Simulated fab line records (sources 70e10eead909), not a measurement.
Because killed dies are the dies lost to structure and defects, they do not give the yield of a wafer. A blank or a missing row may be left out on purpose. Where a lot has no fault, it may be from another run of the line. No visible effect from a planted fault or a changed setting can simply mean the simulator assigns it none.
Struck lot and sound lot, side by side / flow nand_harc / 15 out of 1302 route steps
Sound: these wafers, L446.2, L446.4, L446.6. Wafers L460.1, L460.3, L460.6 were the ones struck. The cause comes at the end.
For every step that has rows: the tool of each side, followed by ch and its chambers, followed by its first start. Under that, the readings that differ: sound wafers / struck wafers / difference of the means / sigmas: that difference in standard deviations of wafers without a fault.
alike: a reading whose means differ by less than 2 such deviations, as well as words and numbers matching on both sides. not compared: withheld readings; readings where some wafer has no value; bounds like >300 that might hide an equal value; numbers whose values overlap and for which the record gives no deviation.
The two part at a step that has a row with sigmas, a row that says differs or no value, or rows on one side only. Non-overlapping numbers with no deviation appear without sigmas and do not part them. Lack of a reading on every wafer of one side parts them only where that side has two or more wafers.

NHARC_A_CHANNEL_HOLE_D1_ETCH_44: etches the open film in CF4/O2, target depth 140 nm, overetch 14 nm, time 77 s.
  sound on rie_diel-03 ch 0,1,3, day 10 04:11; struck on rie_diel-03 ch 1,2,3, day 15 21:36
  alike: drypump_motor_current_A, oes_product_au, rf_vpp_V, showerhead_plenum_p_Torr, throttle_valve_pct
  not compared: rf_hours_counter_h
then, 3 steps without rows for these wafers: NHARC_A_CHANNEL_HOLE_D1_STRIP_27 (strips in O2); NHARC_A_CHANNEL_HOLE_D1_PRECLEAN_28 (cleans in SC1); NHARC_A_CHANNEL_HOLE_D1_SRD_29.
NHARC_A_CHANNEL_HOLE_D1_CD_MEAS_30:
  sound on cd_sem-01, day 10 04:59; struck on cd_sem-03, day 15 22:25
  alike: cd_nm
NHARC_A_CHANNEL_HOLE_D1_XSEM_31:
  sound on xsem-02 ch 0, day 10 05:04; struck on xsem-01 ch 0, day 15 22:31
reading=bow_nm (nm); sound=8.5 8.4 8.5; struck=9.3 9.4 9.3; difference=+0.9; sigmas=+3
  alike: bot_cd_nm, tilt_deg
NHARC_A_CHANNEL_HOLE_D1_INSPECT_40:
  sound on defect_inspect-01, day 10 05:10; struck on defect_inspect-02, day 15 22:38
  alike: raw_defect_count
then, 3 steps without rows for these wafers: NHARC_A_CHANNEL_FILL_D1_PRECLEAN_00 (cleans in SC1); NHARC_A_CHANNEL_FILL_D1_SRD_01; NHARC_A_CHANNEL_FILL_D1_ALD_02 (deposits SiO2, target thk 6 nm, pulse time 10 s, ald cycles 60).
NHARC_A_CHANNEL_FILL_D1_ALD_03: deposits SiNx, target thk 6 nm, pulse time 60 s, ald cycles 58.
  sound on ald_sin_batch-03 ch 0; struck on ald_sin_batch-01 ch 0
reading=susceptor_temp_C (C); sound=629.47 629.42 629.92; struck=- - -; difference=no value on the struck wafers; sigmas=
  alike: precursor_pulse_height_rel
NHARC_A_CHANNEL_FILL_D1_ALD_14: deposits SiO2, target thk 2.5 nm, pulse time 10 s, ald cycles 25.
  sound on ald_hk-02 ch 1,2,3, day 10 10:49; struck on ald_hk-01 ch 0,1, day 16 06:16
  alike: heater_power_w, precursor_pulse_height_rel, susceptor_temp_C
NHARC_A_CHANNEL_FILL_D1_ALD_15: deposits SiNx, target thk 2 nm, pulse time 60 s, ald cycles 19.
  sound on ald_sin_batch-02 ch 0, day 10 13:51; struck on ald_sin_batch-02 ch 0, day 16 09:22
reading=susceptor_temp_C (C); sound=630.6 630.5 630.7; struck=660.5 660.7 660.5; difference=+30.0; sigmas=+91
  alike: precursor_pulse_height_rel
NHARC_A_CHANNEL_FILL_D1_ALD_16: deposits SiO2, target thk 1.5 nm, pulse time 10 s, ald cycles 15.
  sound on ald_hk-03 ch 0,1, day 10 16:01; struck on ald_hk-01 ch 0,1,3, day 16 11:28
reading=susceptor_temp_C (C); sound=300.08 300.24 300.03; struck=- - -; difference=no value on the struck wafers; sigmas=
  alike: heater_power_w, precursor_pulse_height_rel
NHARC_END_SORT_01:
  the record has rows for the sound wafers here (prober-01 ch 0, day 25 16:04) and none for the struck ones

WHERE THEY PART
First at NHARC_A_CHANNEL_HOLE_D1_XSEM_31; last, within this record, at NHARC_END_SORT_01.

WHY: the cause the simulator had injected
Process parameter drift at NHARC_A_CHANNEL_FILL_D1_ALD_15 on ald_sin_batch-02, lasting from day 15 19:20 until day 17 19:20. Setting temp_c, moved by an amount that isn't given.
